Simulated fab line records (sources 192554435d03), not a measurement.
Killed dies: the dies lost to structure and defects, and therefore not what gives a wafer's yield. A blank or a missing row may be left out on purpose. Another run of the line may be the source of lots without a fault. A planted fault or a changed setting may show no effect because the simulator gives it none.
Which tool is to blame?	flow n5 finfet	10 lots, 30 wafers sampled, at 5 steps of a route of 1938

== WHAT EACH GAUGE READ, for each wafer ==
N5_BEOL_M4_RC_MEAS_101. Usual: DIBL_N 36.3 mV/V, standard deviation 1.7; DIBL_P 36.3 mV/V, standard deviation 2.2; IOFF_N 0.16 nA/um, standard deviation 0.034; IOFF_P 0.21 nA/um, standard deviation 0.038; ION_N 673 uA/um, standard deviation 13; ION_P 461 uA/um, standard deviation 8.3; SS_N 71.5 mV/dec, standard deviation 0.55; SS_P 73.3 mV/dec, standard deviation 0.67; VT_N 250 mV, standard deviation 3.4; VT_P -251 mV, standard deviation 3.5.
lot	measured	on	DIBL_N (mV/V)	DIBL_P (mV/V)	IOFF_N (nA/um)	IOFF_P (nA/um)	ION_N (uA/um)	ION_P (uA/um)	SS_N (mV/dec)	SS_P (mV/dec)	VT_N (mV)	VT_P (mV)	flag
L532	day 7 16:28	prober-02	35.6 34.8 33.3	36.5 34.9 33.0	0.16 0.14 0.12	0.20 0.18 0.16	665 658 651	456 449 456	71.5 71.5 70.5	73.2 73.5 72.3	252 253 257	-252 -255 -254	
L531	day 8 01:49	prober-01	40.2 36.2 35.2	39.4 35.4 33.2	0.24 0.16 0.12	0.28 0.19 0.16	688 679 653	460 461 446	72.3 71.2 71.2	72.9 72.6 72.5	244 250 254	-246 -251 -254	
L533	day 8 09:55	prober-01	35.3 33.9 35.4	34.0 32.8 35.6	0.15 0.12 0.15	0.18 0.17 0.21	665 644 660	454 446 456	70.9 70.8 71.4	73.4 73.3 73.8	249 253 253	-251 -253 -249	
L535	day 9 01:31	prober-01	37.5 35.6 39.1	39.8 37.9 42.1	0.24 0.21 0.29	0.25 0.21 0.29	685 682 690	460 458 464	72.3 71.8 73.6	73.0 72.4 74.3	243 245 239	-250 -249 -245	
L536	day 9 13:10	prober-01	34.6 39.0 37.8	33.7 39.7 38.0	0.13 0.23 0.19	0.17 0.27 0.25	665 695 684	451 472 464	71.7 72.1 71.8	72.1 73.6 74.3	253 245 248	-254 -248 -248	
L539	day 9 18:35	prober-01	37.0 37.0 36.8	39.3 39.2 38.2	0.16 0.16 0.15	0.25 0.23 0.23	656 679 663	464 465 462	71.9 72.1 71.5	73.5 73.6 74.0	251 251 250	-247 -251 -246	
L545	day 11 09:02	prober-02	39.4 35.9 33.9	38.7 34.5 32.6	0.20 0.12 0.11	0.26 0.18 0.16	680 663 659	463 458 456	71.7 71.2 70.3	74.4 73.0 72.3	248 254 255	-246 -251 -250	
L549	day 12 18:25	prober-01	40.0 38.8 34.9	38.9 37.3 32.8	0.20 0.17 0.11	0.23 0.22 0.15	678 676 665	457 460 459	72.0 71.3 71.3	73.2 72.8 72.4	246 250 256	-253 -252 -259	
L551	day 12 23:26	prober-02	39.4 35.8 37.2	39.6 34.8 37.5	0.22 0.13 0.18	0.27 0.18 0.23	699 669 688	475 462 471	71.7 71.5 71.2	73.7 72.2 74.1	244 255 248	-247 -251 -250	
L554	day 13 08:58	prober-02	36.2 38.1 38.4	35.5 37.5 38.9	0.14 0.18 0.20	0.17 0.20 0.23	662 671 693	453 455 465	71.2 71.8 71.8	73.1 73.8 74.1	253 248 248	-256 -251 -253	

== EACH LOT AND THE TOOL THAT RAN IT (in order: tool; ch and the chambers of the sampled wafers; start) ==
lot	N5_BEOL_M0_ANNEAL_117	N5_BEOL_M0_SPUTTER_134	N5_BEOL_M1_PECVD_72	N5_BEOL_M1_COAT_73
L532	pvd sputter-03, day 6 02:27	pvd sputter-03, day 6 02:37	pecvd-03 ch 0,2, day 6 03:58	litho track-02 ch 0, day 6 04:23
L531	pvd sputter-01, day 6 02:47	pvd sputter-01, day 6 02:57	pecvd-04 ch 0,1,2, day 6 04:44	litho track-01 ch 0, day 6 06:19
L533	pvd sputter-01, day 6 09:19	pvd sputter-01, day 6 09:28	pecvd-02 ch 0,1,2, day 6 11:13	litho track-02 ch 0, day 6 11:49
L535	pvd sputter-02, day 7 01:01	pvd sputter-02, day 7 01:10	pecvd-04 ch 0,1, day 7 02:41	litho track-01 ch 0, day 7 04:26
L536	pvd sputter-02, day 7 06:41	pvd sputter-02, day 7 06:50	pecvd-02 ch 0,1,2, day 7 08:13	litho track-02 ch 0, day 7 09:02
L539	pvd sputter-03, day 8 00:52	pvd sputter-03, day 8 01:02	pecvd-03 ch 1,2, day 8 02:23	litho track-02 ch 0, day 8 03:22
L545	pvd sputter-01, day 9 08:03	pvd sputter-01, day 9 08:13	pecvd-04 ch 0,1,2, day 9 09:32	litho track-03 ch 0, day 9 09:44
L549	pvd sputter-02, day 10 14:46	pvd sputter-02, day 10 14:55	pecvd-04 ch 0,1, day 10 16:16	litho track-03 ch 0, day 10 17:32
L551	pvd sputter-02, day 10 21:02	pvd sputter-02, day 10 21:12	pecvd-02 ch 0,1,2, day 10 22:41	litho track-02 ch 0, day 10 22:52
L554	pvd sputter-01, day 11 14:09	pvd sputter-01, day 11 14:19	pecvd-04 ch 0,1,2, day 11 15:46	litho track-02 ch 0, day 11 19:23
- N5_BEOL_M0_ANNEAL_117: time 60 s.
- N5_BEOL_M0_SPUTTER_134: material Cu, target thk 4 nm, time 7.37 s.
- N5_BEOL_M1_PECVD_72: deposits SiO2 from TEOS/O2, target thk 16 nm, time 18 s.
- N5_BEOL_M1_COAT_73: time 60 s, resist thk 5 nm.

== AS READ BY THE TOOLS THEMSELVES (means over the sampled wafers that have a number; for cases with no such wafer, the mark the record gives instead) ==
N5_BEOL_M0_ANNEAL_117. Usual: heater power w reads 800 W (standard deviation 62).
lot	tool	heater power w (W)	flag
L532	pvd sputter-03	859	
L531	pvd sputter-01	839	
L533	pvd sputter-01	822	
L535	pvd sputter-02	777	
L536	pvd sputter-02	767	
L539	pvd sputter-03	824	
L545	pvd sputter-01	812	
L549	pvd sputter-02	733	
L551	pvd sputter-02	822	
L554	pvd sputter-01	834	

N5_BEOL_M0_SPUTTER_134. Usual: chuck gas flow sccm 1.26 sccm, standard deviation 0.051; throttle valve pct 30.0 %, standard deviation 1.1.
lot	tool	chuck gas flow sccm (sccm)	throttle valve pct (%)	flag
L532	pvd sputter-03	1.23	30.4	
L531	pvd sputter-01	1.26	30.0	
L533	pvd sputter-01	1.26	29.9	
L535	pvd sputter-02	1.28	29.5	
L536	pvd sputter-02	1.29	29.5	
L539	pvd sputter-03	1.28	30.4	
L545	pvd sputter-01	1.26	30.5	
L549	pvd sputter-02	1.26	29.4	
L551	pvd sputter-02	1.27	29.9	
L554	pvd sputter-01	1.23	30.0	

N5_BEOL_M1_PECVD_72. Usual: chamber pressure Torr 5.500 Torr, standard deviation 0.012; heater power w 700 W, standard deviation 78; showerhead plenum p Torr 8.78 Torr, standard deviation 0.033; throttle valve pct 22.9 %, standard deviation 1.1.
lot	tool	chamber pressure Torr (Torr)	heater power w (W)	showerhead plenum p Torr (Torr)	throttle valve pct (%)	flag
L532	pecvd-03	5.499	737	8.85	22.4	
L531	pecvd-04	5.501	724	8.78	23.1	
L533	pecvd-02	5.493	635	8.80	23.1	
L535	pecvd-04	5.502	682	8.77	23.7	
L536	pecvd-02	5.509	621	8.78	23.0	
L539	pecvd-03	5.478	744	8.75	21.6	
L545	pecvd-04	5.497	735	8.77	22.9	
L549	pecvd-04	5.499	722	8.76	23.7	
L551	pecvd-02	5.492	654	8.79	23.3	
L554	pecvd-04	5.497	715	8.79	22.9	

N5_BEOL_M1_COAT_73. Usual: heater power total W 391.7 W, standard deviation 1.3; spin speed rpm 1500.0 rpm, standard deviation 1.1.
lot	tool	heater power total W (W)	spin speed rpm (rpm)	flag
L532	litho track-02	391.1	1500.0	
L531	litho track-01	391.0	1500.3	
L533	litho track-02	390.5	1499.9	
L535	litho track-01	391.6	1499.8	
L536	litho track-02	392.9	1433.3	OFF
L539	litho track-02	390.9	1433.6	OFF
L545	litho track-03	392.6	1499.3	
L549	litho track-03	390.8	1499.4	
L551	litho track-02	393.2	1500.4	
L554	litho track-02	390.8	1499.6	

== THE ANSWER, worked out from the rows above alone ==
Rule: a lot counts as off when the mean over its wafers that have a number is more than 3 standard deviations away from the usual mean. Also off: a lot with no number at a reading for which 4 or more lots have one. The other lots that the step has rows for count as sound. First the gauges in route order, then the tools' own readings, where a lot's mean is used as printed above. At the first step where some lot is off, the reading lying furthest off is the one used; lots without a number count as furthest.
Off: L536, L539, at N5_BEOL_M1_COAT_73 (spin speed rpm).
A tool fits if, at that step or a process step before it, it ran every lot that is off, and no sound lot after the first of them. Of those tried, none fits.

== WHAT THE SIMULATOR PUT IN ==
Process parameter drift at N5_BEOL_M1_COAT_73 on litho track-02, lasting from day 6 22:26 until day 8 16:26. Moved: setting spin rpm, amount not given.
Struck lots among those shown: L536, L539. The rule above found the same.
